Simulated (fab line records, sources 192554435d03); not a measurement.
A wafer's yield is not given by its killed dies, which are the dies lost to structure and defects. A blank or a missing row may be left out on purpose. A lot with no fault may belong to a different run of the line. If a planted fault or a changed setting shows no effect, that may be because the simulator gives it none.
Chamber matching + flow n5-finfet + rie-diel-01 running N5_MOL_CONTACT_COAG_VIA_ETCH_117: 4 sister chambers
The step etches SiO2 in C4F6/O2, target depth 40 nm, overetch 8 nm, time 26 s. 20 wafers are shown with their chamber, then 10 later ones without.

WAFERS, EACH WITH ITS CHAMBER
| wafer  | chamber | rf-vpp-V (V) | showerhead-plenum-p-Torr (Torr) | oes-product-au (a.u.) |
|--------|---------|--------------|---------------------------------|-----------------------|
| L077.3 | 3       | 1529         | 2.77                            | 0.78                  |
| L077.5 | 2       | 1588         | 2.73                            | 0.64                  |
| L077.6 | 3       | 1531         | 2.77                            | 0.78                  |
| L080.2 | 2       | 1587         | 2.72                            | 0.64                  |
| L080.3 | 3       | 1530         | 2.76                            | 0.78                  |
| L080.5 | 0       | 1628         | 2.85                            | 0.65                  |
| L085.1 | 2       | 1586         | 2.72                            | 0.64                  |
| L085.2 | 1       | 1610         | 2.96                            | 0.67                  |
| L085.3 | 3       | 1529         | 2.76                            | 0.77                  |
| L087.2 | 0       | 1629         | 2.84                            | 0.65                  |
| L087.3 | 1       | 1611         | 2.96                            | 0.67                  |
| L087.5 | 0       | 1627         | 2.84                            | 0.65                  |
| L089.2 | 0       | 1627         | 2.84                            | 0.64                  |
| L089.4 | 1       | 1610         | 2.96                            | 0.67                  |
| L089.6 | 0       | 1627         | 2.84                            | 0.64                  |
| L090.2 | 1       | 1610         | 2.96                            | 0.67                  |
| L090.4 | 3       | 1529         | 2.76                            | 0.76                  |
| L090.5 | 0       | 1628         | 2.84                            | 0.64                  |
| L092.1 | 3       | 1529         | 2.76                            | 0.76                  |
| L092.4 | 2       | 1587         | 2.72                            | 0.63                  |

SIGNATURES (averages over the wafers above)
| reading                  | chamber 0 | chamber 1 | chamber 2 | chamber 3 | scatter within a chamber |
|--------------------------|-----------|-----------|-----------|-----------|--------------------------|
| rf-vpp-V                 | 1627.67   | 1610.25   | 1587.00   | 1529.50   | 0.774                    |
| showerhead-plenum-p-Torr | 2.8417    | 2.9600    | 2.7225    | 2.7633    | 0.00427                  |
| oes-product-au           | 0.6450    | 0.6700    | 0.6375    | 0.7717    | 0.00665                  |
Rule: for a wafer and a chamber, the distance is found by dividing, reading by reading, the gap between the wafer's reading and the chamber's mean by the reading's scatter, squaring, summing and taking the root. If the next closest chamber is less than 2 further off than the closest, the wafer can't be placed; otherwise it belongs to the closest. The scatter: take each reading less its chamber's mean, square it, sum over the shown wafers, divide by the number of wafers less the number of chambers, and take the root.

WAFERS WITH NO CHAMBER GIVEN
| wafer  | rf-vpp-V (V) | showerhead-plenum-p-Torr (Torr) | oes-product-au (a.u.) |
|--------|--------------|---------------------------------|-----------------------|
| L092.6 | 1609         | 2.96                            | 0.67                  |
| L093.1 | 1611         | 2.96                            | 0.67                  |
| L093.5 | 1531         | 2.76                            | 0.76                  |
| L093.6 | 1587         | 2.71                            | 0.62                  |
| L094.2 | 1586         | 2.71                            | 0.62                  |
| L094.3 | 1625         | 2.84                            | 0.64                  |
| L094.4 | 1609         | 2.96                            | 0.66                  |
| L095.2 | 1626         | 2.84                            | 0.63                  |
| L095.3 | 1588         | 2.71                            | 0.62                  |
| L095.5 | 1627         | 2.84                            | 0.63                  |

CHAMBER TAKEN BY EACH
| wafer  | from the rows above | in truth |
|--------|---------------------|----------|
| L092.6 | 1                   | 1        |
| L093.1 | 1                   | 1        |
| L093.5 | 3                   | 3        |
| L093.6 | 2                   | 2        |
| L094.2 | 2                   | 2        |
| L094.3 | 0                   | 0        |
| L094.4 | 1                   | 1        |
| L095.2 | 0                   | 0        |
| L095.3 | 2                   | 2        |
| L095.5 | 0                   | 0        |
10 of 10 placed correctly. Number that these rows cannot place: 0. Number placed wrongly: 0.
